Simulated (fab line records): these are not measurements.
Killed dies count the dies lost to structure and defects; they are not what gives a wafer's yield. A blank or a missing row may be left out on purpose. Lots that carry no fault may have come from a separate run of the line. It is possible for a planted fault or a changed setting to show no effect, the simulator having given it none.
What tool caused it? | flow nand harc | 69 wafers from 23 lots sampled at 2 of the route's 1302 steps

## WHAT THE GAUGES READ, wafer by wafer
NHARC_P_BONDPAD_INSPECT_23. Usual: raw defect count at 325, with a standard deviation of 110.
lot  | measured     | on                | raw defect count | flag
L074 | day 7 00:56  | defect inspect-01 | 330 241 323      |
L075 | day 7 01:40  | defect inspect-02 | 382 368 338      |
L076 | day 7 16:59  | defect inspect-02 | 345 313 265      |
L077 | day 7 18:46  | defect inspect-01 | 473 426 538      |
L078 | day 8 12:03  | defect inspect-02 | 292 161 161      |
L079 | day 8 19:56  | defect inspect-01 | 321 416 336      |
L081 | day 9 16:39  | defect inspect-02 | 158 217 303      |
L080 | day 9 16:58  | defect inspect-01 | 302 301 315      |
L082 | day 10 05:49 | defect inspect-01 | 213 250 290      |
L084 | day 10 17:41 | defect inspect-01 | 527 497 597      |
L085 | day 11 04:41 | defect inspect-01 | 341 298 391      |
L086 | day 11 12:09 | defect inspect-01 | 510 313 378      |
L087 | day 12 05:17 | defect inspect-02 | 615 276 251      |
L088 | day 12 18:17 | defect inspect-01 | 277 217 510      |
L089 | day 12 19:32 | defect inspect-02 | 210 187 213      |
L090 | day 13 09:46 | defect inspect-01 | 296 220 218      |
L091 | day 13 14:38 | defect inspect-02 | 511 289 165      |
L092 | day 14 06:38 | defect inspect-02 | 649 306 322      |
L093 | day 14 14:02 | defect inspect-02 | 273 253 317      |
L094 | day 15 02:43 | defect inspect-02 | 359 290 547      |
L095 | day 16 00:52 | defect inspect-02 | 414 323 282      |
L096 | day 16 03:19 | defect inspect-02 | 201 446 300      |
L097 | day 16 13:02 | defect inspect-01 | 391 200 409      |

## EACH LOT AND THE TOOL THAT RAN IT (in order: tool; ch and the chambers of the sampled wafers; start)
lot  | NHARC_P_BONDPAD_PVD_27
L074 | pvd sputter-03, day 7 00:56 or earlier
L075 | pvd sputter-01, day 7 01:40 or earlier
L076 | pvd sputter-02, day 7 16:59 or earlier
L077 | pvd sputter-01, day 7 18:46 or earlier
L078 | pvd sputter-03, day 8 12:03 or earlier
L079 | pvd sputter-03, day 8 19:56 or earlier
L081 | pvd sputter-02, day 9 16:39 or earlier
L080 | pvd sputter-03, day 9 16:58 or earlier
L082 | pvd sputter-03, day 10 05:49 or earlier
L084 | pvd sputter-02, day 10 17:41 or earlier
L085 | pvd sputter-01, day 11 04:41 or earlier
L086 | pvd sputter-01, day 11 12:09 or earlier
L087 | pvd sputter-03, day 12 05:17 or earlier
L088 | pvd sputter-01, day 12 18:17 or earlier
L089 | pvd sputter-03, day 12 18:07
L090 | pvd sputter-03, day 13 09:46 or earlier
L091 | pvd sputter-03, day 13 14:38 or earlier
L092 | pvd sputter-01, day 14 06:38 or earlier
L093 | pvd sputter-02, day 14 14:02 or earlier
L094 | pvd sputter-03, day 15 02:43 or earlier
L095 | pvd sputter-02, day 16 00:52 or earlier
L096 | pvd sputter-01, day 16 03:19 or earlier
L097 | pvd sputter-01, day 16 13:02 or earlier
- NHARC_P_BONDPAD_PVD_27: deposits Cu, target thk 30 nm, time 20.49 s.

## AS READ BY THE TOOLS THEMSELVES (means over the sampled wafers that have a number; for cases with no such wafer, the mark the record gives instead)
NHARC_P_BONDPAD_PVD_27. Usual: chamber pressure pa 5.000 Pa, standard deviation 0.011; throttle valve pct 30.0 %, standard deviation 0.98.
lot  | tool           | chamber pressure pa (Pa) | throttle valve pct (%) | flag
L074 | pvd sputter-03 | 4.993                    | 29.6                   |
L075 | pvd sputter-01 | 5.008                    | 29.9                   |
L076 | pvd sputter-02 | 5.003                    | 30.2                   |
L077 | pvd sputter-01 | 4.999                    | 30.8                   |
L078 | pvd sputter-03 | 5.002                    | 29.6                   |
L079 | pvd sputter-03 | 4.979                    | 29.8                   |
L081 | pvd sputter-02 | 4.992                    | 29.9                   |
L080 | pvd sputter-03 | 4.993                    | 29.4                   |
L082 | pvd sputter-03 | 4.998                    | 30.2                   |
L084 | pvd sputter-02 | 4.997                    | 30.1                   |
L085 | pvd sputter-01 | 4.996                    | 29.8                   |
L086 | pvd sputter-01 | 4.997                    | 29.9                   |
L087 | pvd sputter-03 | 5.007                    | 29.8                   |
L088 | pvd sputter-01 | 4.993                    | 29.8                   |
L089 | pvd sputter-03 | 5.002                    | 29.7                   |
L090 | pvd sputter-03 | 5.005                    | 29.9                   |
L091 | pvd sputter-03 | 5.009                    | 29.6                   |
L092 | pvd sputter-01 | 5.004                    | 29.8                   |
L093 | pvd sputter-02 | 5.008                    | 29.6                   |
L094 | pvd sputter-03 | 5.001                    | 29.4                   |
L095 | pvd sputter-02 | 5.008                    | 29.5                   |
L096 | pvd sputter-01 | 4.992                    | 30.6                   |
L097 | pvd sputter-01 | 4.988                    | 30.5                   |

## THE ANSWER, worked out from the rows above alone
Rule: a lot counts as off when the mean over its wafers that have a number is more than 3 standard deviations away from the usual mean. Also off: a lot with no number at a reading for which 4 or more lots have one. The other lots that the step has rows for count as sound. Order of review: gauges by route order, followed by the tools' own readings, for which a lot's mean as printed above is used. At the first step where some lot is off, the reading lying furthest off is the one used; lots without a number count as furthest.
Nothing can be told from this: no lot is off at any reading shown.

## WHAT THE SIMULATOR HAD PUT IN
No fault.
